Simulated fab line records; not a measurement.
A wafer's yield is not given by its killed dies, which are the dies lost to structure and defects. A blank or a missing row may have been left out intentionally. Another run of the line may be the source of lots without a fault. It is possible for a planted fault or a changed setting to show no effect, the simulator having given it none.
Comparing a struck lot with a sound one | flow nand-harc | 38 steps out of a route of 1302
Sound: wafers L998.2, L998.4, L998.6. Struck: wafers L107.1, L107.4, L107.5. The cause comes at the end.
Per side, at each step with rows, come the tool, then ch with its chambers, and then its first start. Under that, the readings that differ: sound wafers | struck wafers | difference of the means | sigmas: that difference in standard deviations of wafers without a fault.
alike: words and numbers the same on both sides, and readings whose means are apart by under 2 such deviations; not compared: readings that were withheld, readings missing a value for some wafer, numbers with overlapping values and no deviation given by the record, and bounds like >300 which may hide the same value.
Wherever a step has rows on one side only, a row that says differs or no value, or a row with sigmas, the two part there. Numbers that don't overlap but have no deviation are shown without sigmas and don't part them. A reading missing from all wafers of one side parts the sides only when that side holds two or more wafers.

first, 1 step without rows for these wafers: NHARC_A_CHANNEL_FILL_D2_ALD_02 (deposits SiO2, target thk 6 nm, pulse time 10 s, ald cycles 60).
NHARC_A_CHANNEL_FILL_D2_ALD_03: deposits SiNx, target thk 6 nm, pulse time 60 s, ald cycles 58.
  sound: ald-sin-batch-02 ch 0; struck: ald-sin-batch-03 ch 0
  alike: precursor-pulse-height-rel
NHARC_A_CHANNEL_FILL_D2_ALD_14: deposits SiO2, target thk 2.5 nm, pulse time 10 s, ald cycles 25.
  sound on ald-hk-01 ch 0,2,3, day 16 01:13; struck on ald-hk-01 ch 2,3, day 20 05:56
  alike: heater-power-w, precursor-pulse-height-rel
then, 6 steps without rows for these wafers: NHARC_A_CHANNEL_FILL_D2_ALD_15 (deposits SiNx, target thk 2 nm, pulse time 60 s, ald cycles 19); NHARC_A_CHANNEL_FILL_D2_ALD_16 (deposits SiO2, target thk 1.5 nm, pulse time 10 s, ald cycles 15); NHARC_A_CHANNEL_FILL_D2_ANNEAL_17 (time 1800 s); NHARC_A_CHANNEL_FILL_D2_CVD_18 (deposits poly-Si, target thk 3 nm); NHARC_A_CHANNEL_FILL_D2_ETCHBACK_19 (etches the open film in HBr/Cl2, target depth 5 nm, time 1.7 s); NHARC_A_CHANNEL_FILL_D2_ETCHBACK_20 (etches the open film in C4F8/O2/Ar, target depth 27 nm, time 13.5 s).
NHARC_A_CHANNEL_FILL_D2_STRIP_28: strips in O2, time 20 s.
  sound on rie-diel-04 ch 0,2,3, day 16 18:38; struck on rie-diel-04 ch 2,3, day 20 22:47
  alike: drypump-motor-current-A, oes-product-au, rf-vpp-V, showerhead-plenum-p-Torr, throttle-valve-pct
  not compared: rf-hours-counter-h
then, 2 steps without rows for these wafers: NHARC_A_CHANNEL_FILL_D2_PRECLEAN_21 (cleans in dHF, time 30 s); NHARC_A_CHANNEL_FILL_D2_SRD_23.
NHARC_A_CHANNEL_FILL_D2_CVD_05: deposits poly-Si, target thk 5 nm.
  sound on lpcvd-poly-03 ch 0, day 16 21:11; struck on lpcvd-poly-01 ch 0, day 21 01:31
  alike: spike-tc-centre-C, zone-power-upper-pct
then, 7 steps without rows for these wafers: NHARC_A_CHANNEL_FILL_D2_ANNEAL_22 (time 7200 s); NHARC_A_CHANNEL_FILL_D2_ALD_25 (deposits SiOx, target thk 60 nm, pulse time 10 s, ald cycles 600); NHARC_A_CHANNEL_FILL_D2_ETCHBACK_08 (etches the open film in C4F8, target depth 220 nm, time 110 s); NHARC_A_CHANNEL_FILL_D2_STRIP_29 (strips in O2, time 20 s); NHARC_A_CHANNEL_FILL_D2_PRECLEAN_30 (cleans in dHF, time 30 s); NHARC_A_CHANNEL_FILL_D2_SRD_31; NHARC_A_CHANNEL_FILL_D2_CVD_09 (deposits poly-Si, target thk 150 nm, time 3000 s).
NHARC_A_CHANNEL_FILL_D2_CMP_10: polishes, target thk 150 nm.
  sound on cmp-04 ch 0,1,2, day 17 20:53; struck on cmp-03 ch 0,2,3, day 22 00:47
  alike: motor-current-A, slurry-filter-dp-kPa, time-to-endpoint-s
  not compared: pad-life-wafers
after that, 1 step had no rows for these wafers: NHARC_A_CHANNEL_FILL_D2_SRD_12.
NHARC_A_CHANNEL_FILL_D2_RTA_24: time 5 s.
  sound on rtp-anneal-02 ch 0, day 17 21:20; struck on rtp-anneal-02 ch 0, day 22 01:11
  alike: lamp-power-pct, wafer_temp_C_max
then, 14 steps without rows for these wafers: NHARC_A_STAIRCASE_DEP_156 (deposits SiNx, target thk 50 nm); NHARC_A_STAIRCASE_DEHYDRATE_158 (time 120 s); NHARC_A_STAIRCASE_HMDS_159 (time 30 s); NHARC_A_STAIRCASE_COAT_160; NHARC_A_STAIRCASE_SOFTBAKE_161 (time 170 s); NHARC_A_STAIRCASE_EBR_162; NHARC_A_STAIRCASE_EXPOSE_163 (exposes mask STAIR OPEN); NHARC_A_STAIRCASE_PEB_164 (peb time 130 s); NHARC_A_STAIRCASE_DEVELOP_165 (time 140 s); NHARC_A_STAIRCASE_HARDBAKE_167 (time 140 s); NHARC_A_STAIRCASE_DESCUM_168 (chemistry O2, time 3 s); NHARC_A_STAIRCASE_ETCH_169 (etches the open film in CH3F/O2, target depth 50 nm, time 107.1 s); NHARC_A_STAIRCASE_ETCH_170 (etches the open film in C4F6/O2, target depth 200 nm, time 66.667 s); NHARC_A_STAIRCASE_STRIP_171 (strips in O2).
-- record jumps: 9 days between struck wafers' starts before vs after; left off in module A_STAIRCASE, resumes in module END, first step shown is number 1302 of the route --
NHARC_END_SORT_01:
  sound on prober-01 ch 0, day 26 19:50; struck on prober-01 ch 0, day 30 22:31
  reading         | sound    | struck      | difference | sigmas
  killed-at-array | 76 62 79 | 130 129 131 | +58        | +3
  killed-dies     | 79 71 86 | 131 131 140 | +55        | +3
  alike: killed-at-other, killed-at-periphery, killed-open, killed-short

WHERE THEY PART
Only at NHARC_END_SORT_01, as far as this record shows.

WHY: what the simulator had put in
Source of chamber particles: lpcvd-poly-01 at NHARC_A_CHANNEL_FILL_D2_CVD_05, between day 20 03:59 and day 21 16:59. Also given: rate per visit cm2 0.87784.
